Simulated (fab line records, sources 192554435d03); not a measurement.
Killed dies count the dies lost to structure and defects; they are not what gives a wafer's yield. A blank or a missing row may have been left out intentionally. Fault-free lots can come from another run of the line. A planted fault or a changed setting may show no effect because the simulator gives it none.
Split-lot trial -- flow n5Finfet -- route with 1938 steps; 7 lots, 21 wafers read

ON THE SPLIT
At N5_BEOL_M10_ETCH_66 (etches SOC in N2/H2, target depth 120 nm, overetch 24 nm, time 180 s), the setting timeS was moved away from the recipe's 180 s on 6 of the 21 wafers read, by -21.8% to +21.9%. This setting was run at the recipe's value on the other wafers.

The split's own step is where the reading is taken.

THE READING
SiARC_of_BEOL_M10_COAT_64.thkNm (the simulator's own value, which no gauge read), in nm, at N5_BEOL_M10_ETCH_66 (etches SOC in N2/H2, target depth 120 nm, overetch 24 nm, time 180 s). There is no usual value for it anywhere in the file. Average 22.7 nm, standard deviation 0.25 nm, over the 15 wafers here run with the recipe.

wafer,"tool, chamber at the split","timeS as run, s",against the recipe,"SiARC_of_BEOL_M10_COAT_64.thkNm, nm",against lot-mates on the recipe
L078.3,"rieDiel-05, 1,3",140.8,-21.8%,24.4,+1.6
L078.4,"rieDiel-05, 1,3",140.8,-21.8%,24.4,+1.6
L078.5,"rieDiel-05, 3",180,recipe,22.8,-
L081.2,"rieDiel-01, 1",180,recipe,22.8,-
L081.3,"rieDiel-01, 3",180,recipe,23,-
L081.4,"rieDiel-01, 2",163.1,-9.4%,23.4,+0.5
L083.2,"rieDiel-01, 3",203.4,+13.0%,21.8,-0.8
L083.3,"rieDiel-01, 2,1",180,recipe,22.6,-
L083.5,"rieDiel-01, 2,1",180,recipe,22.6,-
L087.3,"rieDiel-02, 3",180,recipe,22.6,-
L087.4,"rieDiel-02, 1",180,recipe,22.8,-
L087.5,"rieDiel-02, 0",180,recipe,23.2,-
L092.1,"rieDiel-02, 3,1",180,recipe,22.8,-
L092.3,"rieDiel-02, 3,1",180,recipe,22.8,-
L092.4,"rieDiel-02, 3",208.2,+15.7%,21.6,-1.2
L096.2,"rieDiel-05, 1",180,recipe,22.6,-
L096.5,"rieDiel-05, 3",180,recipe,22.8,-
L096.6,"rieDiel-05, 2",180,recipe,22,-
L097.1,"rieDiel-02, 3",180,recipe,22.6,-
L097.2,"rieDiel-02, 1",180,recipe,22.8,-
L097.6,"rieDiel-02, 0",219.4,+21.9%,21.2,-1.5
If several chambers appear in one row, that row covers several wafers at once and the file leaves open which wafer was in which chamber.

FIT RESULTS
A straight line over all 21 wafers: SiARC_of_BEOL_M10_COAT_64.thkNm changes by -0.0737 nm for each +1% of timeS; r = -0.96; the points scatter about the line by 0.23 nm.
The same after taking each lot's own level away (the mean of its wafers on the recipe; 21 wafers): -0.0707 nm for each +1%; r = -0.97; scatter 0.18 nm.
On that fit, the largest move of timeS shifts the reading by 1.5 nm.
From 22.47 to 22.90 nm: that is the span of the lots' own levels, equal to 1.7 times the standard deviation above.
Hence the lot-to-lot level has little effect on the slope; both slopes agree.
Check: -1.56 nm against its lot-mates is what the line predicts for one of the wafers moved furthest among these (+21.9%) when that wafer is left out of the fit. It came out at -1.5 nm against them.

THE OTHER SPLITS THESE WAFERS WENT THROUGH
These wafers also went through other splits before the reading. Each is held against what the fit with the lots' levels taken away leaves over:
other split on the same wafers,wafers away from the commonest value,r with SiARC_of_BEOL_M10_COAT_64.thkNm (lot level and that fit taken away)
N5_BEOL_M4_TRENCH_ETCH_37 sourceW,8,+0.26
N5_BEOL_M5_COAT_74 spinRpm,11,-0.12
N5_BEOL_M5_COAT_22 spinRpm,10,-0.08
N5_BEOL_M5_TRENCH_ETCH_37 timeS,13,-0.14
N5_BEOL_M6_VIA_ETCH_34 timeS,4,-0.08
N5_BEOL_M7_COAT_71 spinRpm,3,-0.04
N5_BEOL_M8_DESCUM_33 timeS,7,+0.22
N5_BEOL_M9_ETCH_62 timeS,10,+0.15
N5_BEOL_M9_COAT_22 spinRpm,5,-0.04

THE FILE'S OWN FIT
SiARC_of_BEOL_M10_COAT_64.thkNm changes by -0.0698 nm for each +1% of timeS, r = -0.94.
